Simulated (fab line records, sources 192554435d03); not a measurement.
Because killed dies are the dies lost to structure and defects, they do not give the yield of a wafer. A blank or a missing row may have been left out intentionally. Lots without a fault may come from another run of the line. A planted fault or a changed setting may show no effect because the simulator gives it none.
Matching of chambers ; flow n5_finfet ; N5_MOL_CONTACT_COAG_ETCH_47 on rie_diel-06: 4 sister chambers
The step etches SiNx in CH3F/O2, stops on W, target depth 27 nm. 20 wafers are shown with their chamber, then 10 later ones without.

WAFERS WITH THEIR CHAMBER
wafer;chamber;drypump_motor_current_A (A);showerhead_plenum_p_Torr (Torr);rf_vpp_V (V)
L074.2;2;5.9;1.98;295
L074.4;1;6.5;2.13;293
L074.5;0;6.4;2.09;313
L075.1;1;6.5;2.13;292
L075.4;2;5.9;1.98;299
L075.6;3;5.1;2.07;301
L076.2;0;6.4;2.09;314
L076.5;2;5.9;1.98;295
L076.6;1;6.5;2.13;294
L083.2;3;5.0;2.07;300
L083.3;0;6.4;2.08;314
L083.4;1;6.4;2.12;293
L088.1;1;6.5;2.12;292
L088.2;0;6.4;2.08;315
L088.5;0;6.4;2.08;314
L090.1;3;5.0;2.06;300
L090.2;2;5.9;1.97;298
L090.3;1;6.5;2.12;294
L094.1;1;6.5;2.11;292
L094.2;0;6.4;2.07;315

SIGNATURES (averages over the wafers above)
reading;chamber 0;chamber 1;chamber 2;chamber 3;scatter within a chamber
drypump_motor_current_A;6.400;6.486;5.900;5.033;0.0309
showerhead_plenum_p_Torr;2.0817;2.1229;1.9775;2.0667;0.00693
rf_vpp_V;314.17;292.86;296.75;300.33;1.15
Rule: distance of a wafer from a chamber = root of the sum over the readings of ((wafer's reading minus chamber's mean) / reading's scatter) squared. If the next closest chamber is less than 2 further off than the closest, the wafer can't be placed; otherwise it belongs to the closest. How the scatter is found: for the shown wafers, subtract from each reading the mean of its chamber, square and add these, divide the total by (wafers less chambers), then take the root.

WAFERS WHOSE CHAMBER IS MISSING
wafer;drypump_motor_current_A (A);showerhead_plenum_p_Torr (Torr);rf_vpp_V (V)
L094.5;5.0;2.06;300
L095.1;5.9;1.97;296
L095.2;6.3;2.07;314
L095.5;6.5;2.11;293
L096.1;5.9;1.97;296
L096.2;6.5;2.11;291
L096.6;6.5;2.11;292
L097.1;5.9;1.97;297
L097.3;6.5;2.11;292
L097.5;6.3;2.07;314

WHICH CHAMBER EACH ONE RAN IN
wafer;from the rows above;in truth
L094.5;3;3
L095.1;2;2
L095.2;0;0
L095.5;1;1
L096.1;2;2
L096.2;1;1
L096.6;1;1
L097.1;2;2
L097.3;1;1
L097.5;0;0
Correct placement for 10 of the 10. Can't be placed from these rows: 0. Number placed wrongly: 0.
